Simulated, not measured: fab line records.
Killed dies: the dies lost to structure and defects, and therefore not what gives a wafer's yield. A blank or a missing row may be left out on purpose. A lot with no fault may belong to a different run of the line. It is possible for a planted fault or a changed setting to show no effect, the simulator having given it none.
Problem report in the 8D (eight disciplines) form, filled by code | flow n5-finfet | the parts of the form that need people (team, actions taken, sign-off) are left out

## 1. WHAT IS WRONG
At N5_HKMG_FIN_PWFM_ALD_03, susceptor-temp-C averages 425.93 C over 2 wafers from 2 lots, while fault-free wafers read 400.00 C, standard deviation 0.22. That is +99 or more standard deviations from the usual mean.
The step: deposits TiN, target thk 2 nm, pulse time 1 s, purge time 3 s.
The first sign was on wafer L241.1 at day 5 17:08, on ald-metal-02. The record holds 27 wafers of 9 lots with a number at this step. The rule behind "out" and "out of limits": a value lying over 4 standard deviations away from the usual mean. Any other wafer with a number is counted as sound.

## 2. WHAT IT IS; WHAT IT IS NOT
question                    | is               | is not
which readings at this step | susceptor-temp-C | heater-power-w, precursor-pulse-height-rel
which lots                  | L241, L243       | L239, L240, L245, L253, L254, L258, L259
which wafers of those lots  | L241.1, L243.6   | L241.4, L241.6, L243.1, L243.2
read on which tools         | ald-metal-02     | ald-metal-01, ald-metal-04
when                        | from day 5 17:08 | up to then (8 sound wafers); but 17 sound wafers of L243, L245, L253, L254, L258, L259 came after

## 3. SUSPECTS, AND WHAT RULES EACH OUT
Counting: any tool at a process step up to the reading remains a suspect provided it ran every lot that is out. Sound lots after the first of them don't rule it out here, since some wafers of a struck lot are sound.
- ald-metal-02 at N5_HKMG_FIN_PWFM_ALD_03 (deposits TiN, target thk 2 nm, pulse time 1 s, purge time 3 s): kept. It processed each lot that is out (first: L241, day 5 17:08); up to then, its last sound lot is L240 (day 5 01:11). On those wafers its own readings are out: susceptor-temp-C.
- Within ald-metal-02 at N5_HKMG_FIN_PWFM_ALD_03: the wafers that are out ran in chamber 2; their sound lot-mates ran in chambers 0, 1, 3.
Remaining after the count: ald-metal-02 at N5_HKMG_FIN_PWFM_ALD_03.

## 4. THE CAUSE (what the simulator had put in)
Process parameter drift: ald-metal-02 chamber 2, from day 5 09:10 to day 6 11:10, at N5_HKMG_FIN_PWFM_ALD_03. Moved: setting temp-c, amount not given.
Only this tool survived the counting.

## 5. SEQUENCE OF EFFECTS, ordered by route
Each row: a reading whose mean over the struck wafers that have a number lies more than 3 standard deviations from the usual. Only readings whose record carries a usual standard deviation are examined. hours: median over the lots of the time between each lot's start at the first step of this table that gives one and its start at this step. sigmas: the change, counted in usual standard deviations.
hours | step                    | reading          | usual    | on struck wafers | change | sigmas
0     | N5_HKMG_FIN_PWFM_ALD_03 | susceptor-temp-C | 400.00 C | 425.93           | +25.93 | +99 or more
The process steps in it:
- N5_HKMG_FIN_PWFM_ALD_03: deposits TiN, target thk 2 nm, pulse time 1 s, purge time 3 s.
Later steps that measure or inspect, where all struck wafers having a row at the step show a number for every such reading and not one has moved that far: N5_HKMG_FIN_CD_MEAS_12, N5_BEOL_M4_RC_MEAS_101.

## 6. WHAT WOULD HAVE CAUGHT IT SOONER
In this record no reading fell out of limits until day 5 17:08, 8 hours after the fault had begun at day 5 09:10.
